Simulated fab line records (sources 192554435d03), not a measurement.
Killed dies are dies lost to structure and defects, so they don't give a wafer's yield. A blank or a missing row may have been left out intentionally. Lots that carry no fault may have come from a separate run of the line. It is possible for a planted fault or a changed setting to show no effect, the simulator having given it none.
fab line records -- flow n5-finfet
record lots=9, wafers=26, last-day=19
route steps=1938 shown BEOL_M4@1111 PASSIVATION@1916
lots untouched by any fault: they come from a run of this same line in which no faults occurred
start-h: hours from the record's first day to the start of the lot's first wafer shown -- wait-h: time in hours since the lot's previous step -- " as in the row above -- L1.1+2: several wafers, shown together as one row -- - no value present, or no start provided -- * or withheld: withheld -- < > ~ a bound
route shown NAME@n: names a module that has steps shown in the file, with the first one's number in the route -- usual: mean and standard deviation over wafers with no fault -- same: alike in all rows -- chamber/n: place in a boat -- sites: readings site by site -- _std_site: their standard deviation -- _edge_site: the outer-site mean with the inner-site mean subtracted -- radius-mm: how far each site lies from the wafer's centre -- mask NAME#n: copy n -- behind: the tool/chamber that last shaped the wafer -- hold: why the lot went on hold/how many hours it stayed there/how the hold came to an end -- device: transistor that didn't switch, given as n, p or np -- end of line: tests of these same wafers at the route's end -- step lacking rows: just its recipe -- killed: at the first sort, the dies lost to defects and structure; wafer yield is something else -- map: a wafer's dies, marking killed ones x, the rest . and places with no die _
set.NAME: the setting the step ran with; set.NAME@STEP: the setting that earlier step ran with -- model.NAME: the simulator's own value behind a step, which no gauge read
one table for each step of the route and one row for each wafer, over a sample of lots
services: a tool's chamber out of use, with start hour (start-h, from the record's first day; less than 0 if before it), hours out, and reason
## steps
# step N5_BEOL_M4_RC_MEAS_101
# usual DIBL_N=35.9/1.3, DIBL_P=35.9/1.5, IOFF_N=0.152/0.023, IOFF_P=0.204/0.027, ION_N=673/9.2, ION_P=462/6.7, SS_N=71.4/0.48, SS_P=73.2/0.55, VT_N=250.3/2.6, VT_P=-250.6/3
lot.wafer,tool,chamber,start-h,wait-h,DIBL_N[mV/V],DIBL_P[mV/V],IOFF_N[nA/um],IOFF_P[nA/um],ION_N[uA/um],ION_P[uA/um],SS_N[mV/dec],SS_P[mV/dec],VT_N[mV],VT_P[mV]
L856.1,prober-02,0,180.88,0.0,35.2,35.1,0.120,0.163,662,455,70.9,72.3,255.4,-253.8
L856.2,prober-02,0,180.88,0.0,37.0,38.1,0.155,0.207,671,468,71.2,72.6,251.9,-251.8
L856.3,prober-02,0,180.88,0.0,37.2,37.3,0.149,0.193,659,450,71.6,73.2,250.1,-251.3
L858.1,prober-02,0,188.38,0.0,33.8,34.7,0.143,0.199,667,461,71.0,72.4,250.9,-250.0
L858.5,prober-02,0,188.38,0.0,33.5,34.5,0.133,0.186,672,464,71.5,72.5,250.1,-250.8
L858.6,prober-02,0,188.38,0.0,33.9,35.1,0.139,0.199,663,464,70.9,72.8,250.9,-250.2
L859.2,prober-02,0,210.39,0.2,36.5,37.3,0.167,0.198,677,461,70.8,74.3,249.8,-253.7
L859.3,prober-02,0,210.39,0.2,35.0,36.3,0.150,0.182,679,452,71.0,73.0,252.0,-254.3
L859.6,prober-02,0,210.39,0.2,36.1,37.1,0.163,0.197,680,462,71.5,73.2,248.3,-251.2
L862.1,prober-02,0,230.87,0.0,36.6,35.2,0.144,0.217,665,462,71.6,73.5,252.7,-248.6
L862.2,prober-02,0,230.87,0.0,37.2,36.9,0.167,0.244,671,464,72.1,74.2,248.3,-249.5
L862.6,prober-02,0,230.87,0.0,36.1,34.5,0.141,0.198,659,449,71.9,72.5,253.3,-251.8
L866.2,prober-02,0,248.11,0.5,37.6,37.3,0.206,0.217,678,458,71.8,73.2,244.2,-253.5
L866.5,prober-02,0,248.11,0.5,36.9,36.6,0.182,0.209,682,458,71.3,72.6,246.1,-251.4
L875.3,prober-01,0,305.57,0.3,36.5,36.4,0.174,0.228,688,471,71.9,72.9,246.3,-248.1
L875.5,prober-01,0,305.57,0.3,35.8,35.8,0.162,0.218,681,469,72.0,72.9,248.6,-249.2
L875.6,prober-01,0,305.57,0.3,36.4,36.3,0.172,0.228,677,468,71.1,72.5,245.5,-247.2
L877.2,prober-02,0,313.59,0.2,35.1,35.8,0.128,0.167,669,455,71.1,73.3,255.3,-254.2
L877.5,prober-02,0,313.59,0.2,35.0,36.8,0.132,0.175,668,454,71.7,73.4,253.2,-253.3
L877.6,prober-02,0,313.59,0.2,35.1,36.6,0.138,0.171,672,456,71.8,73.2,252.9,-257.5
L878.1,prober-01,0,331.94,0.0,41.0,40.4,0.248,0.306,686,469,72.2,74.8,245.1,-245.4
L878.2,prober-01,0,331.94,0.0,37.6,35.8,0.157,0.216,667,459,72.2,73.7,251.9,-252.3
L878.3,prober-01,0,331.94,0.0,38.4,36.5,0.177,0.238,669,455,71.4,74.4,249.1,-249.1
L879.2,prober-02,0,334.79,0.2,35.3,34.3,0.134,0.219,657,466,71.6,73.2,252.8,-247.0
L879.4,prober-02,0,334.79,0.2,35.2,34.4,0.130,0.216,667,471,71.4,72.1,249.9,-247.9
L879.6,prober-02,0,334.79,0.2,35.9,35.3,0.146,0.240,678,477,71.1,73.7,251.0,-244.7
# step N5_PASSIVATION_PECVD_35
# recipe material=SiNx, target-thk-a=7000, temp-c=400, precursor=SiH4/NH3/N2, pressure-torr=4.9, rf-w=1406, time-s=151.3
# usual chamber-pressure-Torr=4.901/0.011, heater-power-w=317/80, showerhead-plenum-p-Torr=8.69/0.059, throttle-valve-pct=29.7/2.1
lot.wafer,tool,chamber,start-h,wait-h,chamber-pressure-Torr,heater-power-w,showerhead-plenum-p-Torr,since-wet-clean-h,throttle-valve-pct
L856.1,pecvd-04,2,287.86,0.1,4.882,254,8.64,419,28.9
L856.2,pecvd-04,1,287.86,0.1,4.910,388,8.83,1898,30.3
L856.3,pecvd-04,0,287.86,0.1,4.900,453,8.64,1173,28.5
L858.1,pecvd-01,2,298.90,0.1,4.904,203,8.69,577,31.1
L858.5,pecvd-01,1,298.90,0.1,4.918,267,8.67,-,31.5
L858.6,pecvd-01,0,298.90,0.1,4.892,275,8.67,-,27.7
L859.2,pecvd-03,2,320.53,0.1,4.911,360,8.65,270,27.6
L859.3,pecvd-03,1,320.53,0.1,4.898,323,8.72,1749,33.4
L859.6,pecvd-03,0,320.53,0.1,4.898,345,8.70,-,27.7
L862.1,pecvd-03,2,331.60,0.1,4.907,449,8.65,281,27.2
L862.2,pecvd-03,0,331.60,0.1,4.893,304,8.72,1035,27.7
L862.6,pecvd-03,0,331.60,0.1,4.901,339,8.69,-,27.8
L866.2,pecvd-04,0,357.35,0.1,4.901,403,8.64,1243,28.2
L866.5,pecvd-04,0,357.35,0.1,4.926,426,8.66,-,28.3
L875.3,pecvd-03,1,411.12,0.1,4.920,286,8.72,1840,33.7
L875.5,pecvd-03,2,411.12,0.1,4.894,450,8.65,-,27.6
L875.6,pecvd-03,1,411.12,0.1,4.894,315,8.72,-,33.6
L877.2,pecvd-01,1,422.56,0.1,4.903,289,8.67,10,28.8
L877.5,pecvd-01,1,422.56,0.1,4.898,309,8.66,-,28.6
L877.6,pecvd-01,2,422.56,0.1,4.906,266,8.65,-,32.0
L878.1,pecvd-04,2,437.01,0.1,4.895,296,8.65,568,29.9
L878.2,pecvd-04,0,437.01,0.1,4.880,381,8.66,1322,28.3
L878.3,pecvd-04,1,437.01,0.1,4.904,358,8.84,2047,30.5
L879.2,pecvd-03,2,444.54,0.1,4.907,440,8.64,394,27.8
L879.4,pecvd-03,1,444.54,0.1,4.910,299,8.72,-,33.6
L879.6,pecvd-03,2,444.54,0.1,4.906,312,8.67,-,27.9
# step N5_PASSIVATION_CD_MEAS_44
# recipe target-cd-nm=40000, landing-energy-ev=500, detector=se-inlens
# usual cd-nm=39999/2.7
lot.wafer,tool,chamber,start-h,wait-h,cd-nm
L856.1,cd-sem-03,0,288.29,-,39999
L856.2,cd-sem-03,0,288.29,-,39997
L856.3,cd-sem-03,0,288.29,-,40000
L858.1,cd-sem-01,0,299.33,-,40000
L858.5,cd-sem-01,0,299.33,-,40000
L858.6,cd-sem-01,0,299.33,-,40002
L859.2,cd-sem-02,0,321.09,-,40002
L859.3,cd-sem-02,0,321.09,-,39999
L859.6,cd-sem-02,0,321.09,-,39999
L862.1,cd-sem-01,0,332.15,-,39998
L862.2,cd-sem-01,0,332.15,-,39994
L862.6,cd-sem-01,0,332.15,-,39998
L866.2,cd-sem-03,0,357.91,-,39997
L866.5,cd-sem-03,0,357.91,-,39997
L875.3,cd-sem-02,0,411.55,-,39999
L875.5,cd-sem-02,0,411.55,-,39997
L875.6,cd-sem-02,0,411.55,-,39994
L877.2,cd-sem-01,0,423.12,-,39996
L877.5,cd-sem-01,0,423.12,-,39997
L877.6,cd-sem-01,0,423.12,-,39995
L878.1,cd-sem-03,0,437.57,-,39995
L878.2,cd-sem-03,0,437.57,-,40002
L878.3,cd-sem-03,0,437.57,-,40002
L879.2,cd-sem-02,0,445.15,-,40003
L879.4,cd-sem-02,0,445.15,-,40000
L879.6,cd-sem-02,0,445.15,-,39999
# step N5_PASSIVATION_DESCUM_46
# recipe chemistry=O2, time-s=7.9, source-power-w=50, bias-power-w=20, pressure-mtorr=20, rf-frequency-hz=2.712e+07, temp-c=40, o2-flow-sccm=225
# usual drypump-motor-current-A=5.9/0.38, oes-product-au=0.80/0.08, rf-vpp-V=243.6/1.7, showerhead-plenum-p-Torr=2.12/0.1, throttle-valve-pct=20.34/0.17
lot.wafer,tool,chamber,start-h,wait-h,drypump-motor-current-A,oes-product-au,rf-hours-counter-h,rf-vpp-V,showerhead-plenum-p-Torr,throttle-valve-pct
L856.1,rie-diel-05,3,288.38,0.0,6.4,0.92,14,244.4,2.15,20.28
L856.2,rie-diel-05,1,288.38,0.0,5.4,0.72,174,240.5,1.91,20.56
L856.3,rie-diel-05,0,288.38,0.0,5.5,0.72,196,245.4,2.16,20.28
L858.1,rie-diel-05,3,299.42,0.0,6.3,0.91,17,243.7,2.14,20.31
L858.5,rie-diel-05,1,299.42,0.0,5.4,0.72,-,240.0,1.90,20.56
L858.6,rie-diel-05,0,299.42,0.0,5.5,0.73,-,244.1,2.16,20.29
L859.2,rie-diel-04,2,321.18,0.0,6.1,0.80,107,241.4,2.01,20.59
L859.3,rie-diel-04,1,321.18,0.0,6.1,0.98,10,246.4,2.22,19.98
L859.6,rie-diel-04,0,321.18,0.0,6.4,0.83,-,245.2,2.21,20.30
L862.1,rie-diel-02,2,332.24,0.0,6.4,0.89,41,241.6,2.04,20.25
L862.2,rie-diel-02,0,332.24,0.0,5.3,0.79,93,245.8,2.20,20.23
L862.6,rie-diel-02,2,332.24,0.0,6.4,0.89,-,242.3,2.04,20.25
L866.2,rie-diel-05,2,358.41,0.4,5.8,0.81,75,244.2,2.21,20.40
L866.5,rie-diel-05,0,358.41,0.4,5.5,0.71,-,245.1,2.15,20.31
L875.3,rie-diel-04,3,411.64,0.0,6.0,0.89,26,241.9,2.05,20.12
L875.5,rie-diel-04,2,411.64,0.0,6.1,0.77,-,243.0,2.00,20.64
L875.6,rie-diel-04,3,411.64,0.0,6.1,0.88,-,242.6,2.05,20.12
L877.2,rie-diel-05,1,423.21,0.0,5.4,0.70,222,238.8,1.89,20.63
L877.5,rie-diel-05,3,423.21,0.0,6.3,0.84,-,243.9,2.13,20.38
L877.6,rie-diel-05,0,423.21,0.0,5.6,0.69,-,244.6,2.14,20.36
L878.1,rie-diel-05,1,437.66,0.0,5.4,0.69,228,241.0,1.89,20.64
L878.2,rie-diel-05,2,437.66,0.0,5.8,0.79,105,245.2,2.20,20.44
L878.3,rie-diel-05,3,437.66,0.0,6.3,0.83,66,243.9,2.13,20.38
L879.2,rie-diel-02,1,445.76,0.6,5.5,0.72,180,244.6,2.17,20.47
L879.4,rie-diel-02,2,445.76,0.6,6.4,0.82,-,242.3,2.02,20.33
L879.6,rie-diel-02,1,445.76,0.6,5.5,0.72,-,245.0,2.17,20.46
# step N5_PASSIVATION_ETCH_54
# recipe chemistry=CHF3/O2, target=SiO2, target-depth-a=8800, CHF3_flow_sccm=50, O2_flow_sccm=5, Ar_flow_sccm=200, time-s=440, mask-material=PR, pressure-mtorr=30, source-w=650, bias-w=170, ion-energy-ev=200
# usual CHF3_flow_sccm=50.00/0.14, drypump-motor-current-A=5.9/0.38, mfc-ar-sccm=199.9/0.63, oes_f_703_au=0.80/0.078, oes-product-au=0.80/0.077, rf-vpp-V=526/3.2, showerhead-plenum-p-Torr=2.44/0.11, throttle-valve-pct=18.72/0.2
lot.wafer,tool,chamber,start-h,wait-h,CHF3_flow_sccm,drypump-motor-current-A,mfc-ar-sccm,oes_f_703_au,oes-product-au,rf-hours-counter-h,rf-vpp-V,showerhead-plenum-p-Torr,throttle-valve-pct
L856.1,rie-diel-05,3,288.64,0.1,49.95,6.3,200.0,0.94,0.92,14,523,2.46,18.63
L856.2,rie-diel-05,1,288.64,0.1,49.89,5.4,199.9,0.72,0.72,174,525,2.22,18.99
L856.3,rie-diel-05,0,288.64,0.1,50.06,5.6,200.3,0.74,0.74,197,529,2.48,18.64
L858.1,rie-diel-05,3,299.68,0.1,49.70,6.3,200.0,0.92,0.91,17,521,2.46,18.62
L858.5,rie-diel-05,1,299.68,0.1,49.76,5.4,199.3,0.72,0.72,-,523,2.21,19.00
L858.6,rie-diel-05,0,299.68,0.1,50.02,5.6,200.0,0.74,0.73,-,530,2.48,18.63
L859.2,rie-diel-04,2,321.44,0.1,50.02,6.1,199.8,0.80,0.80,107,524,2.33,19.01
L859.3,rie-diel-04,1,321.44,0.1,50.05,6.1,199.8,0.96,0.96,10,526,2.56,18.35
L859.6,rie-diel-04,0,321.44,0.1,49.62,6.4,200.4,0.82,0.82,-,523,2.53,18.61
L862.1,rie-diel-02,2,332.51,0.1,49.86,6.4,200.0,0.89,0.89,42,530,2.35,18.59
L862.2,rie-diel-02,0,332.51,0.1,49.88,5.3,199.9,0.78,0.78,93,524,2.53,18.57
L862.6,rie-diel-02,2,332.51,0.1,49.90,6.4,199.2,0.89,0.88,-,531,2.35,18.60
L866.2,rie-diel-05,2,358.67,0.1,50.28,5.8,200.5,0.81,0.81,75,529,2.54,18.77
L866.5,rie-diel-05,0,358.67,0.1,49.92,5.6,200.5,0.73,0.70,-,530,2.47,18.69
L875.3,rie-diel-04,3,411.90,0.1,49.98,6.0,198.4,0.89,0.90,26,528,2.35,18.41
L875.5,rie-diel-04,2,411.90,0.1,50.18,6.1,200.5,0.76,0.77,-,522,2.32,19.08
L875.6,rie-diel-04,3,411.90,0.1,49.90,6.0,198.6,0.89,0.89,-,528,2.35,18.41
L877.2,rie-diel-05,1,423.47,0.1,49.96,5.4,200.4,0.69,0.69,222,522,2.20,19.09
L877.5,rie-diel-05,3,423.47,0.1,49.75,6.3,199.9,0.85,0.84,-,522,2.44,18.70
L877.6,rie-diel-05,0,423.47,0.1,50.02,5.5,199.4,0.71,0.70,-,529,2.46,18.74
L878.1,rie-diel-05,1,437.92,0.1,50.01,5.4,200.3,0.68,0.68,228,524,2.20,19.08
L878.2,rie-diel-05,2,437.92,0.1,49.99,5.8,199.2,0.78,0.78,105,529,2.53,18.84
L878.3,rie-diel-05,3,437.92,0.1,50.01,6.3,199.3,0.85,0.83,66,522,2.44,18.72
L879.2,rie-diel-02,1,446.02,0.1,50.11,5.4,198.9,0.72,0.73,180,530,2.51,18.91
L879.4,rie-diel-02,2,446.02,0.1,49.89,6.4,199.8,0.83,0.83,-,528,2.33,18.70
L879.6,rie-diel-02,1,446.02,0.1,50.15,5.4,198.7,0.72,0.73,-,528,2.51,18.93
# step N5_PASSIVATION_PROBE_49
# usual defect-limited-yield=91.0/1.5, killed_at_M0_to_M3=37/12, killed_at_M4_up=13/5, killed-at-contacts=13/6.1, killed-at-front-end=39/11, killed-at-other=4/3.2, killed-dies=106/17, killed-on-rim=13/4.2, killed-open=69/12, killed-short=35/7.9, sort_bin_4_leakage=0.00/0.007, sort_bin_5_function=5.3/1, sort_bin_6_memory=3.3/0.68, sort-n-pass=1074/17, sort-yield-pct=91.0/1.5
# same gross-dies=1180, killed-at-back-side=0, sort_bin_8_speed[%]=0
lot.wafer,tool,chamber,start-h,wait-h,defect-limited-yield[%],killed_at_M0_to_M3,killed_at_M4_up,killed-at-contacts,killed-at-front-end,killed-at-other,killed-dies,killed-on-rim,killed-open,killed-short,sort_bin_4_leakage[%],sort_bin_5_function[%],sort_bin_6_memory[%],sort-n-pass,sort-yield-pct[%]
L866.2,prober-01,-,361.50,0.1,92.2,24,3,15,50,0,92,6,56,36,0,4.7,2.8,1088,92.2
L866.5,prober-01,-,361.65,0.2,34.7,25,11,6,38,691,771,148,58,23,0,62.9,2.3,409,34.7
L877.2,prober-02,-,426.34,0.1,89.3,40,16,22,45,3,126,11,100,25,0,6.8,3.9,1054,89.3
L877.5,prober-02,-,426.49,0.2,91.8,32,13,21,29,2,97,13,71,23,0,5.0,3.1,1083,91.8
L877.6,prober-02,-,426.54,0.3,92.4,31,6,19,33,1,90,4,59,31,0,4.7,2.8,1090,92.4
# killed by level:class
L866.2 FIN_SAQP:geometric-particle:open=15 FIN_SAQP:geometric-particle:short=14 MOL_CONTACT_COAG:geometric-particle:open=14 BEOL_M0_SAQP:geometric-particle:short=7 STI_FIN_REVEAL:geometric-particle:open=6 BEOL_M0_SAQP:geometric-particle:open=6 GATE_CUT:geometric-particle:short=4 GATE_CUT:geometric-particle:open=3
L866.5 PASSIVATION:area-etch=690 BEOL_M0_SAQP:geometric-particle:open=12 FIN_SAQP:geometric-particle:short=8 FIN_SAQP:geometric-particle:open=7 STI_FIN_REVEAL:geometric-particle:open=7 BEOL_M3:geometric-particle:open=6 MOL_CONTACT_COAG:geometric-particle:open=6 GATE_CUT:geometric-particle:open=4
L877.2 MOL_CONTACT_COAG:geometric-particle:open=19 FIN_SAQP:geometric-particle:open=16 STI_FIN_REVEAL:geometric-particle:open=12 BEOL_M2:geometric-particle:open=12 BEOL_M0_SAQP:geometric-particle:open=7 DUMMY_GATE:geometric-particle:open=5 BEOL_M1:geometric-particle:open=5 BEOL_M3:geometric-particle:open=5
L877.5 MOL_CONTACT_COAG:geometric-particle:open=19 FIN_SAQP:geometric-particle:open=9 BEOL_M2:geometric-particle:open=8 BEOL_M3:geometric-particle:open=6 GATE_CUT:geometric-particle:short=5 STI_FIN_REVEAL:geometric-particle:open=4 BEOL_M0_SAQP:geometric-particle:open=4 BEOL_M4:geometric-particle:open=4
L877.6 MOL_CONTACT_COAG:geometric-particle:open=15 FIN_SAQP:geometric-particle:open=10 BEOL_M2:geometric-particle:open=9 FIN_SAQP:geometric-particle:short=6 BEOL_M2:geometric-particle:short=6 BEOL_M0_SAQP:geometric-particle:short=5 BEOL_M0_SAQP:geometric-particle:open=5 GATE_CUT:geometric-particle:short=4
## services
tool,chamber,start-h,hours,kind
pecvd-04,2,264.65,2.1,scheduled-down
rie-diel-05,0,267.67,7.6,repair
pecvd-01,-,273.03,1.2,repair
rie-diel-04,1,277.22,-,clean
rie-diel-04,1,277.22,-,consumable-replace:focus-ring
rie-diel-04,1,277.22,-,consumable-replace:showerhead
rie-diel-04,1,277.22,13.6,scheduled-down
rie-diel-04,1,277.22,13.6,vent-cycle
pecvd-03,0,279.12,5.2,repair
pecvd-01,-,288.17,2.8,pm
pecvd-03,-,297.02,5.5,pm
rie-diel-02,3,321.37,8.5,repair
rie-diel-04,3,323.22,-,clean
rie-diel-04,3,323.22,-,consumable-replace:focus-ring
rie-diel-04,3,323.22,13.6,scheduled-down
rie-diel-04,3,323.22,13.6,vent-cycle
rie-diel-05,3,337.33,15.2,repair
pecvd-04,0,344.39,3.6,repair
rie-diel-02,1,356.92,13.5,repair
rie-diel-04,0,404.31,19.7,repair
rie-diel-05,0,431.98,-,clean
rie-diel-05,0,431.98,-,consumable-replace:esc
rie-diel-05,0,431.98,-,consumable-replace:focus-ring
pecvd-03,0,432.14,5.5,scheduled-down
## key
first-sign step=N5_PASSIVATION_PROBE_49, reading=killed-at-other, direction=up, sigmas=99+, usual=4, struck=691
effect step=N5_PASSIVATION_PROBE_49, reading=sort_bin_5_function, direction=up, sigmas=58, usual=5.3, struck=62.9
more-kills-born-at N5_PASSIVATION_ETCH_54@rie-diel-05=690
met-at N5_PASSIVATION_ETCH_54
struck-lots L866
struck-wafers L866.5
later-rows-left-out L866.5
not-acting-at N5_PASSIVATION_PECVD_35,N5_PASSIVATION_CD_MEAS_44,N5_PASSIVATION_DESCUM_46
onset-between 299.68 358.67
fault kind=process-parameter-drift, tool=rie-diel-05, chamber=-, onset-h=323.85, steps=N5_PASSIVATION_ETCH_54, channel=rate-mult, offset=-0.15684, shape=step, end-h=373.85, scope=struck-wafers-only
# later-rows-left-out: the simulator's readings of these wafers behind a module that went badly wrong aren't trusted and aren't shown, but for the sort
